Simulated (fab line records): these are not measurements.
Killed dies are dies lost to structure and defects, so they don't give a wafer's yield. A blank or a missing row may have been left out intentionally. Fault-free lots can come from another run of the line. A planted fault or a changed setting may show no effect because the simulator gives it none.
Matching of chambers + flow n5Finfet + 4 sister chambers for N5_BEOL_M15_DESCUM_15 on rieDiel-02
The step chemistry O2, time 7.9 s. 7 wafers are shown with their chamber, then 10 later ones without.

== EACH WAFER AND ITS CHAMBER ==
| wafer  | chamber | showerheadPlenumPTorr (Torr) | drypumpMotorCurrentA (A) |
|--------|---------|------------------------------|--------------------------|
| L080.6 | 3       | 2.23                         | 5.6                      |
| L083.6 | 2       | 2.05                         | 6.4                      |
| L086.1 | 2       | 2.05                         | 6.5                      |
| L086.2 | 1       | 2.09                         | 5.7                      |
| L086.4 | 3       | 2.22                         | 5.6                      |
| L085.3 | 1       | 2.09                         | 5.8                      |
| L085.4 | 0       | 2.15                         | 5.1                      |

== WAFERS MISSING THEIR CHAMBER ==
| wafer  | showerheadPlenumPTorr (Torr) | drypumpMotorCurrentA (A) |
|--------|------------------------------|--------------------------|
| L085.5 | 2.22                         | 5.6                      |
| L091.3 | 2.22                         | 5.6                      |
| L091.4 | 2.08                         | 5.8                      |
| L091.5 | 2.22                         | 5.6                      |
| L092.1 | 2.22                         | 5.6                      |
| L092.2 | 2.08                         | 5.8                      |
| L092.5 | 2.22                         | 5.6                      |
| L097.1 | 2.08                         | 5.8                      |
| L097.2 | 2.15                         | 5.1                      |
| L097.5 | 2.21                         | 5.6                      |

== CHAMBER TAKEN BY EACH ==
| wafer  | from the rows above | in truth |
|--------|---------------------|----------|
| L085.5 | 3                   | 3        |
| L091.3 | 3                   | 3        |
| L091.4 | 1                   | 1        |
| L091.5 | 3                   | 3        |
| L092.1 | 3                   | 3        |
| L092.2 | 1                   | 1        |
| L092.5 | 3                   | 3        |
| L097.1 | 1                   | 1        |
| L097.2 | 0                   | 0        |
| L097.5 | 3                   | 3        |
Correctly placed: 10 of 10. Not placeable from these rows: 0. Number placed wrongly: 0.
How it was worked out, from the rows above alone: a wafer's distance from a chamber is the root of the sum, over the readings, of the square of ((its reading less the chamber's mean) divided by the reading's scatter). If the next closest chamber is less than 2 further off than the closest, the wafer can't be placed; otherwise it belongs to the closest. For every chamber, the mean is computed from those of its wafers that are shown. How the scatter is found: for the shown wafers, subtract from each reading the mean of its chamber, square and add these, divide the total by (wafers less chambers), then take the root.
